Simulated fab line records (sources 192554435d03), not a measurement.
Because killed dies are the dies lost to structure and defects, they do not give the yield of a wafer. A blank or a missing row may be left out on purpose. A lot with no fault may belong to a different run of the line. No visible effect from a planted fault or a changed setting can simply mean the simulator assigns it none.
Split-lot study	flow n5_finfet	7 lots, 21 wafers read, on a route of 1938 steps

THE SPLIT
At N5_BEOL_M15_EXPOSE_07 (exposes mask V14), the setting dose_mj was moved away from the recipe's 41.25 on 7 of the 21 wafers read, by -4.0% to +6.9%. All remaining wafers had this setting at the recipe value.

FROM THE SPLIT TO THE READING: what the file shows between them, 6 steps
- N5_BEOL_M15_PEB_08: peb time 90 s
- N5_BEOL_M15_DEVELOP_09: develop time 45 s
- N5_BEOL_M15_HARDBAKE_14: time 120 s
- N5_BEOL_M15_CD_MEAS_10: target cd 360 nm
- N5_BEOL_M15_STRIP_65: strips in post etch residue remover, time 60 s
- N5_BEOL_M15_SRD_66: time 30 s, dry time 30 s

THE READING
Shown in nm: cd_nm at N5_BEOL_M15_CD_MEAS_17, with target cd 360 nm. Fault-free wafers of this fab line usually give 361.5 nm, standard deviation 2.8 nm.

wafer	tool, chamber at the split	dose_mj as run	against the recipe	cd_nm, nm	against lot-mates on the recipe
L074.2	krf_scanner-01, 0	41.25	recipe	354.7	-
L074.3	krf_scanner-01, 0	39.6	-4.0%	354.2	-2.8
L074.5	krf_scanner-01, 0	41.25	recipe	359.2	-
L083.2	krf_scanner-02, 0	41.25	recipe	361.1	-
L083.4	krf_scanner-02, 0	44.11	+6.9%	373.6	+10.0
L083.6	krf_scanner-02, 0	41.25	recipe	366.1	-
L082.2	krf_scanner-01, 0	41.25	recipe	362.4	-
L082.4	krf_scanner-01, 0	42.56	+3.2%	364.4	+2.0
L082.6	krf_scanner-01, 0	42.56	+3.2%	370.5	+8.1
L087.2	krf_scanner-02, 0	43.13	+4.6%	370.5	+10.7
L087.5	krf_scanner-02, 0	43.13	+4.6%	369.9	+10.1
L087.6	krf_scanner-02, 0	41.25	recipe	359.8	-
L089.3	krf_scanner-02, 0	41.25	recipe	364.5	-
L089.4	krf_scanner-02, 0	41.25	recipe	363.2	-
L089.5	krf_scanner-02, 0	41.25	recipe	362.7	-
L091.2	krf_scanner-01, 0	39.64	-3.9%	353.4	-7.5
L091.3	krf_scanner-01, 0	41.25	recipe	361.4	-
L091.4	krf_scanner-01, 0	41.25	recipe	360.3	-
L095.1	krf_scanner-01, 0	41.25	recipe	364.3	-
L095.5	krf_scanner-01, 0	41.25	recipe	367.5	-
L095.6	krf_scanner-01, 0	41.25	recipe	364.1	-

FIT RESULTS
A straight line over all 21 wafers: cd_nm changes by +1.81 nm for each +1% of dose_mj; r = +0.85; the points scatter about the line by 2.9 nm.
The same after taking each lot's own level away (the mean of its wafers on the recipe; 21 wafers): +1.64 nm for each +1%; r = +0.90; scatter 2.1 nm.
The reading moves by 11 nm for the largest change in dose_mj, on that fit.
Measured against the standard deviation above, the lots' own levels, which go from 356.95 to 365.30 nm, span 3.0 times it.
So the lot-to-lot level changes the slope: the two fits differ.
Check: for one of the wafers moved furthest among these (+6.9%), held out of the fit, the line's prediction against its lot-mates is +12.6 nm. It came out at +10 nm against them.

THE WHOLE CHAIN: every reading that the file lists as answering this split, in the file's order
step	what it does	reading	change (the file's fit)	r (the file's)
N5_BEOL_M15_CD_MEAS_10	target cd 360 nm	cd_nm	+1.76 nm for each +1% of the setting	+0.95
N5_BEOL_M15_CD_MEAS_17	target cd 360 nm	cd_nm	+1.57 nm for each +1% of the setting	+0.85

FILE'S OWN FIT
cd_nm changes by +1.57 nm for each +1% of dose_mj, r = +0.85.
